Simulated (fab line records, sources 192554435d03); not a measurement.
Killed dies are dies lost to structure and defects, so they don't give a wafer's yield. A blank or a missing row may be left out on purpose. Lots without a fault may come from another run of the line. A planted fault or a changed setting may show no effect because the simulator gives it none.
Split-lot experiment | flow n5_finfet | 7 lots, 39 wafers read, on a route of 1938 steps

THE SPLIT
At N5_HKMG_FIN_ETCH_58 (etches SOC in N2/H2, target depth 215.8 nm, time 741 s), the setting bias_w was moved away from the recipe's 13 W on 18 of the 39 wafers read, by -18.8% to +15.2%. The other wafers ran this setting at the recipe's value.

The reading is taken at the split's own step.

THE READING
rf_vpp_V, in V, at N5_HKMG_FIN_ETCH_58 (etches SOC in N2/H2, target depth 215.8 nm, time 741 s). Fault-free wafers of this fab line usually give 99.1 V, standard deviation 0.98 V.

wafer  | tool, chamber at the split | bias_w as run, W | against the recipe | rf_vpp_V, V | against lot-mates on the recipe
L076.1 | rie_diel-03, 2             | 11.32            | -12.9%             | 90.5        | -9.5
L076.2 | rie_diel-03, 3             | 11.32            | -12.9%             | 93.2        | -6.8
L076.3 | rie_diel-03, 1             | 13               | recipe             | 99.6        | -
L076.4 | rie_diel-03, 0             | 13               | recipe             | 100.5       | -
L076.5 | rie_diel-03, 2             | 13               | recipe             | 99.9        | -
L076.6 | rie_diel-03, 3             | 11.32            | -12.9%             | 88.9        | -11.1
L078.1 | rie_diel-05, 3             | 13               | recipe             | 98.0        | -
L078.2 | rie_diel-05, 2             | 14.57            | +12.1%             | 107.7       | +9.7
L078.3 | rie_diel-05, 2             | 13               | recipe             | 98.5        | -
L078.4 | rie_diel-05, 3             | 14.57            | +12.1%             | 106.3       | +8.3
L078.5 | rie_diel-05, 2             | 14.57            | +12.1%             | 106.5       | +8.5
L078.6 | rie_diel-05, 3             | 13               | recipe             | 97.4        | -
L081.1 | rie_diel-05, 3             | 14.98            | +15.2%             | 107.7       | +8.7
L081.2 | rie_diel-05, 1             | 14.98            | +15.2%             | 109.1       | +10.1
L081.3 | rie_diel-05, 0             | 14.98            | +15.2%             | 108.4       | +9.4
L081.4 | rie_diel-05, 1             | 13               | recipe             | 99.4        | -
L081.5 | rie_diel-05, 0             | 13               | recipe             | 99.0        | -
L081.6 | rie_diel-05, 3             | 13               | recipe             | 98.7        | -
L090.2 | rie_diel-01, 0             | 13               | recipe             | 97.6        | -
L090.4 | rie_diel-01, 3             | 13               | recipe             | 97.4        | -
L090.6 | rie_diel-01, 0             | 13               | recipe             | 98.2        | -
L091.1 | rie_diel-05, 2             | 13               | recipe             | 99.9        | -
L091.2 | rie_diel-05, 3             | 14.05            | +8.1%              | 104.2       | +5.1
L091.3 | rie_diel-05, 1             | 14.05            | +8.1%              | 103.6       | +4.5
L091.4 | rie_diel-05, 0             | 14.05            | +8.1%              | 105.7       | +6.6
L091.5 | rie_diel-05, 0             | 13               | recipe             | 99.4        | -
L091.6 | rie_diel-05, 3             | 13               | recipe             | 98.1        | -
L096.1 | rie_diel-05, 0             | 13               | recipe             | 97.8        | -
L096.2 | rie_diel-05, 3             | 13               | recipe             | 99.7        | -
L096.3 | rie_diel-05, 2             | 12.06            | -7.2%              | 95.0        | -3.5
L096.4 | rie_diel-05, 1             | 13               | recipe             | 98.0        | -
L096.5 | rie_diel-05, 3             | 12.06            | -7.2%              | 93.8        | -4.7
L096.6 | rie_diel-05, 2             | 12.06            | -7.2%              | 94.7        | -3.8
L097.1 | rie_diel-01, 3             | 13               | recipe             | 97.7        | -
L097.2 | rie_diel-01, 2             | 13               | recipe             | 97.5        | -
L097.3 | rie_diel-01, 0             | 10.56            | -18.8%             | 86.4        | -11.8
L097.4 | rie_diel-01, 1             | 10.56            | -18.8%             | 86.1        | -12.1
L097.5 | rie_diel-01, 2             | 10.56            | -18.8%             | 86.9        | -11.3
L097.6 | rie_diel-01, 3             | 13               | recipe             | 99.3        | -

THE FIT
A straight line over all 39 wafers: rf_vpp_V changes by +0.645 V for each +1% of bias_w; r = +0.99; the points scatter about the line by 0.99 V.
The same after taking each lot's own level away (the mean of its wafers on the recipe; 39 wafers): +0.65 V for each +1%; r = +0.99; scatter 0.9 V.
On that fit, the largest move of bias_w shifts the reading by 12 V.
The lots' own levels span 97.73 to 100.00 V, that is 2.3 times the standard deviation above.
So the lot-to-lot level changes the slope little: the two slopes agree.
Check: with one of the wafers moved furthest among these (-18.8%) left out of the fit, the line predicts -12.2 V for it against its lot-mates. It came out at -11.8 V against them.
Tool readings at the split's step, against how far the setting was moved: rf_vpp_V r = +0.99.

OTHER SPLITS ON THESE WAFERS
These wafers also went through other splits before the reading. Each is held against what the fit with the lots' levels taken away leaves over:
other split on the same wafers       | wafers away from the commonest value | r with rf_vpp_V (lot level and that fit taken away)
N5_DUMMY_GATE_HM_DEP_06 target_thk_a | 24                                   | +0.07
N5_DUMMY_GATE_EXPOSE_12 dose_mj      | 18                                   | +0.15
N5_DUMMY_GATE_ETCH_37 source_w       | 15                                   | -0.12
N5_DUMMY_GATE_ETCH_31 target_depth_a | 18                                   | -0.01
N5_DUMMY_GATE_ETCH_44 target_depth_a | 12                                   | +0.09

THE FILE'S OWN FIT
rf_vpp_V changes by +0.65 V for each +1% of bias_w, r = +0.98.
